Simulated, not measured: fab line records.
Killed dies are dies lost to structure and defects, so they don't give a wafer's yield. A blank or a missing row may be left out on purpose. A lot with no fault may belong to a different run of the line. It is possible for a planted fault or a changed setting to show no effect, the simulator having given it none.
Struck lot and sound lot, side by side ; flow n5Finfet ; 33 out of 1938 route steps
Sound: the wafers L127.1, L127.5, L127.6. Struck: wafers L137.1, L137.3, L137.4. Last of all comes the cause.
Each step with rows lists, per side, the tool, then ch with its chambers, then its first start. Under that, the readings that differ: sound wafers ; struck wafers ; difference of the means ; sigmas: that difference in standard deviations of wafers without a fault.
alike: words and numbers the same on both sides, and readings whose means are apart by under 2 such deviations; not compared: readings that were withheld, readings missing a value for some wafer, numbers with overlapping values and no deviation given by the record, and bounds like >300 which may hide the same value.
Wherever a step has rows on one side only, a row that says differs or no value, or a row with sigmas, the two part there. Numbers that don't overlap but have no deviation are shown without sigmas and don't part them. A reading that every wafer of one side lacks parts them only if that side has two wafers or more.

first, 1 step without rows for these wafers: N5_BEOL_M9_CURE_72 (cures SiCOH lowk, time 120 s).
N5_BEOL_M9_DEGAS_44: time 60 s.
  sound: pvdSputter-03 at day 11 02:00; struck: pvdSputter-02 at day 13 12:43
  alike: heaterPowerW
N5_BEOL_M9_PRE_CLEAN_45: time 30 s.
  sound: pvdSputter-03 at day 11 02:02; struck: pvdSputter-02 at day 13 12:46
  alike: heaterPowerW
then, 1 step without rows for these wafers: N5_BEOL_M9_ALD_74 (deposits TaN, target thk 2 nm, pulse time 2 s, purge time 3 s).
N5_BEOL_M9_SURFACE_TREAT_79:
  sound: pvdSputter-02 at day 11 02:46; struck: pvdSputter-03 at day 13 13:22
  not compared: throttleValvePct
then, 4 steps without rows for these wafers: N5_BEOL_M9_CVD_78 (deposits Co from CCTBA/H2, target thk 2 nm, time 138.9 s); N5_BEOL_M9_SPUTTER_48 (material Cu, target thk 12 nm, time 2 s); N5_BEOL_M9_ECD_50 (material Cu, target thk 318 nm); N5_BEOL_M9_ANNEAL_51 (time 90 s).
N5_BEOL_M9_CMP_52: polishes, stops on SiCOH lowk, t overpolish 7 s, target thk 140 nm.
  sound on cmp-02 ch 2,3, day 11 04:23; struck on cmp-01 ch 0,2,3, day 13 14:34
  alike: barrierFieldEndpointS, motorCurrentA, overpolishRunS, timeToEndpointS
  not compared: padLifeWafers
N5_BEOL_M9_THK_MEAS_53: measures by xrf.
  sound: filmMetro-02 at day 11 04:41; struck: filmMetro-02 at day 13 14:52
  alike: M9_THK
then, 1 step without rows for these wafers: N5_BEOL_M9_PRE_CLEAN_55 (time 15 s).
N5_BEOL_M9_DEP_56: deposits SiCN from 3MS/NH3, target thk 15 nm, time 26.5 s.
  sound on pecvd-01 ch 0,1,2, day 11 04:44; struck on pecvd-04 ch 1,2, day 13 14:56
  alike: showerheadPlenumPTorr, throttleValvePct
N5_BEOL_M9_RS_MEAS_57: a four-point-probe measurement.
  sound: filmMetro-01 at day 11 04:49; struck: filmMetro-02 at day 13 15:00
  alike: M9_RS
N5_BEOL_M9_INSPECT_58: inspects for defects (darkfield).
  sound: defectInspect-02 at day 11 04:50; struck: defectInspect-01 at day 13 15:02
reading;sound;struck;difference;sigmas
rawDefectCount;112 54 66;986 952 990;+899;+39
then, 2 steps without rows for these wafers: N5_BEOL_M10_ILD_DEP_00 (deposits SiCOH lowk from DEMS/porogen, target thk 308.51 nm, time 58 s); N5_BEOL_M10_CURE_71 (cures SiCOH lowk, time 240 s).
N5_BEOL_M10_THK_MEAS_01:
  sound: filmMetro-02 at day 11 05:29; struck: filmMetro-02 at day 13 15:57
  alike: M10_ILD_THK
then, 10 steps without rows for these wafers: N5_BEOL_M10_PECVD_70 (deposits SiO2 from TEOS/O2, target thk 20 nm, time 22.7 s); N5_BEOL_M10_HM_DEP_02 (deposits TiN, target thk 20 nm); N5_BEOL_M10_COAT_59 (time 60 s, resist thk 100 nm); N5_BEOL_M10_COAT_60 (time 60 s, resist thk 30 nm); N5_BEOL_M10_COAT_05 (resist thk 90 nm); N5_BEOL_M10_EBR_07; N5_BEOL_M10_SOFTBAKE_06 (time 60 s); N5_BEOL_M10_EXPOSE_08 (exposes mask M10); N5_BEOL_M10_PEB_09 (peb time 60 s); N5_BEOL_M10_DEVELOP_10 (develop time 30 s).
N5_BEOL_M10_CD_MEAS_11: the cd target is 64.1 nm.
  sound on cdSem-01 ch 0, day 11 08:05; struck on cdSem-01 ch 0, day 13 18:38
  alike: cdNm
N5_BEOL_M10_OVL_MEAS_12:
  sound on overlay-01 ch 0, day 11 08:07; struck on overlay-02 ch 0, day 13 18:41
  alike: M10_OVL
N5_BEOL_M10_INSPECT_13: inspects for defects (brightfield).
  sound: defectInspect-01 at day 11 08:08; struck: defectInspect-02 at day 13 18:42
reading;sound;struck;difference;sigmas
rawDefectCount;532 380 282;1467 1210 1427;+970;+10
N5_BEOL_M10_DESCUM_16: chemistry O2, time 7.9 s.
  sound on rieDiel-04 ch 0,1, day 11 08:21; struck on rieDiel-04 ch 0,2,3, day 13 18:44
  alike: drypumpMotorCurrentA, oesProductAu, rfVppV, showerheadPlenumPTorr, throttleValvePct
  not compared: rfHoursCounterH
-- record jumps: 2 days separate the struck wafers' starts on either side; left off in module BEOL_M10, taken up again in module PASSIVATION, whose first shown step is the route's number 1936 --
N5_PASSIVATION_PROBE_49:
  sound: prober-02 at day 13 15:30; struck: prober-02 at day 16 03:59
reading;sound;struck;difference;sigmas
defectLimitedYield (%);91.9 92.0 92.8;82.8 84.6 83.4;-8.6;-5
killed_at_M4_up;7 4 10;111 79 109;+93;+17
killedDies;95 94 85;203 182 196;+102;+6
killedOnRim;11 11 19;35 30 35;+20;+5
sort_bin_5_function (%);4.5 4.5 4.3;10.3 8.9 11.6;+5.8;+6
sortNPass;1085 1086 1095;977 998 984;-102;-5
sortYieldPct (%);91.9 92.0 92.8;82.8 84.6 83.4;-8.6;-5
  alike: killed_at_M0_to_M3, killedAtContacts, killedAtFrontEnd, killedAtOther, killedOpen, killedShort, sort_bin_6_memory, sort_bin_8_speed

WHERE THEY PART
Earliest at N5_BEOL_M9_INSPECT_58; latest, in this record, at N5_PASSIVATION_PROBE_49.

WHY: what the simulator had put in
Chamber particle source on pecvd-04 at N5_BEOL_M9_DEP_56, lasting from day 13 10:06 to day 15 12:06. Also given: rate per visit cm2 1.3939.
